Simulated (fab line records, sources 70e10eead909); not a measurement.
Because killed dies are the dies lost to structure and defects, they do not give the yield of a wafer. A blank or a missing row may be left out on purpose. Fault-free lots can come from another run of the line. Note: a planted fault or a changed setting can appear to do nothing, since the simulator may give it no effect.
Chamber matching :: flow nand_harc :: 4 sister chambers for NHARC_P_BONDPAD_CMP_19 on cmp-03
The step polishes, t overpolish 30 s, cu recess touch 16 s, target thk 160.81 nm. 8 wafers are shown with their chamber, then 11 later ones without.

## WAFERS PAIRED WITH THEIR CHAMBERS
wafer: L081.5
chamber: 1
motor_current_A (A): 12.0
overpolish_run_s (s): 29.991

wafer: L083.3
chamber: 1
motor_current_A (A): 12.0
overpolish_run_s (s): 29.999

wafer: L083.4
chamber: 2
motor_current_A (A): 11.2
overpolish_run_s (s): 30.003

wafer: L088.5
chamber: 0
motor_current_A (A): 12.5
overpolish_run_s (s): 29.990

wafer: L085.2
chamber: 2
motor_current_A (A): 11.1
overpolish_run_s (s): 29.997

wafer: L085.3
chamber: 3
motor_current_A (A): 12.8
overpolish_run_s (s): 29.990

wafer: L085.5
chamber: 0
motor_current_A (A): 12.2
overpolish_run_s (s): 30.012

wafer: L086.3
chamber: 3
motor_current_A (A): 13.1
overpolish_run_s (s): 30.009

## WAFERS WHOSE CHAMBER IS MISSING
wafer: L086.5
motor_current_A (A): 12.2
overpolish_run_s (s): 30.010

wafer: L086.6
motor_current_A (A): 11.6
overpolish_run_s (s): 29.994

wafer: L090.1
motor_current_A (A): 13.0
overpolish_run_s (s): 29.984

wafer: L090.5
motor_current_A (A): 12.8
overpolish_run_s (s): 30.004

wafer: L090.6
motor_current_A (A): 12.7
overpolish_run_s (s): 30.003

wafer: L094.2
motor_current_A (A): 11.8
overpolish_run_s (s): 30.011

wafer: L094.3
motor_current_A (A): 13.3
overpolish_run_s (s): 29.997

wafer: L094.6
motor_current_A (A): 11.4
overpolish_run_s (s): 30.002

wafer: L093.3
motor_current_A (A): 12.4
overpolish_run_s (s): 29.999

wafer: L093.5
motor_current_A (A): 12.1
overpolish_run_s (s): 29.997

wafer: L093.6
motor_current_A (A): 11.4
overpolish_run_s (s): 30.013

## WHICH CHAMBER EACH WENT THROUGH
wafer: L086.5
from the rows above: can't be placed: 0 or 1
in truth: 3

wafer: L086.6
from the rows above: can't be placed: 1 or 2
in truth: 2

wafer: L090.1
from the rows above: 3
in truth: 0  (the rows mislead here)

wafer: L090.5
from the rows above: can't be placed: 3 or 0
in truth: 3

wafer: L090.6
from the rows above: can't be placed: 3 or 0
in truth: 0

wafer: L094.2
from the rows above: can't be placed: 1 or 0
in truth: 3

wafer: L094.3
from the rows above: 3
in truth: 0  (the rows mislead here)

wafer: L094.6
from the rows above: 2
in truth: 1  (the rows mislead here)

wafer: L093.3
from the rows above: 0
in truth: 0

wafer: L093.5
from the rows above: can't be placed: 1 or 0
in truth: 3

wafer: L093.6
from the rows above: 2
in truth: 2
Correct placement for 2 of the 11. Can't be placed from these rows: 6 (the true chamber is among the candidates in 3). Wrongly placed: 3.
How it was worked out, from the rows above alone: a wafer's distance from a chamber is the root of the sum, over the readings, of the square of ((its reading less the chamber's mean) divided by the reading's scatter). The wafer belongs to the nearest chamber; if the next one is less than 2 further off, it can't be placed. A chamber's mean is the mean of its shown wafers. The scatter: take each reading less its chamber's mean, square it, sum over the shown wafers, divide by the number of wafers less the number of chambers, and take the root.
